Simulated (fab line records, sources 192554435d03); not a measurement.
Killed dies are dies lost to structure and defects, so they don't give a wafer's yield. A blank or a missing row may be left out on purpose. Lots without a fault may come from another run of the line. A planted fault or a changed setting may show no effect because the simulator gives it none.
Split-lot experiment | flow n5_finfet | 7 lots, 21 wafers read, on a route of 1938 steps

THE SPLIT
At N5_PASSIVATION_EXPOSE_27 (exposes mask PAD, defocus 0 nm), the setting dose_mj was moved away from the recipe's 32.3 on 9 of the 21 wafers read, by -5.5% to +6.2%. The other wafers ran this setting at the recipe's value.

FROM THE SPLIT TO THE READING: what the file shows between them, 3 steps
- N5_PASSIVATION_PEB_28
- N5_PASSIVATION_DEVELOP_29: develop time 60 s
- N5_PASSIVATION_HARDBAKE_31: time 120 s

THE READING
cd_nm, in nm, at N5_PASSIVATION_CD_MEAS_30 (target cd 4000 nm). Fault-free wafers of this fab line usually give 4000.5 nm, standard deviation 1.8 nm.

wafer  | tool, chamber at the split | dose_mj as run | against the recipe | cd_nm, nm | against lot-mates on the recipe
L080.4 | krf_scanner-02, 0          | 33.88          | +4.9%              | 4009.2    | +8.8
L080.5 | krf_scanner-02, 0          | 33.88          | +4.9%              | 4009.8    | +9.4
L080.6 | krf_scanner-02, 0          | 32.3           | recipe             | 4000.4    | -
L084.2 | krf_scanner-02, 0          | 33             | +2.2%              | 4006.2    | +7.0
L084.4 | krf_scanner-02, 0          | 33             | +2.2%              | 4008.9    | +9.7
L084.5 | krf_scanner-02, 0          | 32.3           | recipe             | 3999.2    | -
L086.1 | krf_scanner-02, 0          | 34.29          | +6.2%              | 4009.7    | +8.3
L086.2 | krf_scanner-02, 0          | 32.3           | recipe             | 4001.4    | -
L086.3 | krf_scanner-02, 0          | 34.29          | +6.2%              | 4013.2    | +11.8
L092.2 | krf_scanner-02, 0          | 32.3           | recipe             | 4001.0    | -
L092.4 | krf_scanner-02, 0          | 32.3           | recipe             | 4001.2    | -
L092.5 | krf_scanner-02, 0          | 32.3           | recipe             | 4000.5    | -
L093.3 | krf_scanner-02, 0          | 33.52          | +3.8%              | 4008.1    | +5.2
L093.4 | krf_scanner-02, 0          | 32.3           | recipe             | 4002.6    | -
L093.6 | krf_scanner-02, 0          | 32.3           | recipe             | 4003.3    | -
L094.1 | krf_scanner-02, 0          | 32.3           | recipe             | 4002.3    | -
L094.5 | krf_scanner-02, 0          | 32.3           | recipe             | 4001.3    | -
L094.6 | krf_scanner-02, 0          | 32.3           | recipe             | 3999.7    | -
L097.2 | krf_scanner-02, 0          | 30.52          | -5.5%              | 3991.6    | -9.9
L097.4 | krf_scanner-02, 0          | 30.52          | -5.5%              | 3991.6    | -9.9
L097.6 | krf_scanner-02, 0          | 32.3           | recipe             | 4001.5    | -

THE FIT
A straight line over all 21 wafers: cd_nm changes by +1.74 nm for each +1% of dose_mj; r = +0.97; the points scatter about the line by 1.4 nm.
The same after taking each lot's own level away (the mean of its wafers on the recipe; 21 wafers): +1.79 nm for each +1%; r = +0.96; scatter 1.7 nm.
On that fit, the largest move of dose_mj shifts the reading by 11 nm.
The lots' own levels span 3999.20 to 4002.95 nm, that is 2.1 times the standard deviation above.
So the lot-to-lot level changes the slope little: the two slopes agree.
Check: with one of the wafers moved furthest among these (+6.2%) left out of the fit, the line predicts +12 nm for it against its lot-mates. It came out at +8.3 nm against them.

THE FILE'S OWN FIT
cd_nm changes by +1.78 nm for each +1% of dose_mj, r = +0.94.
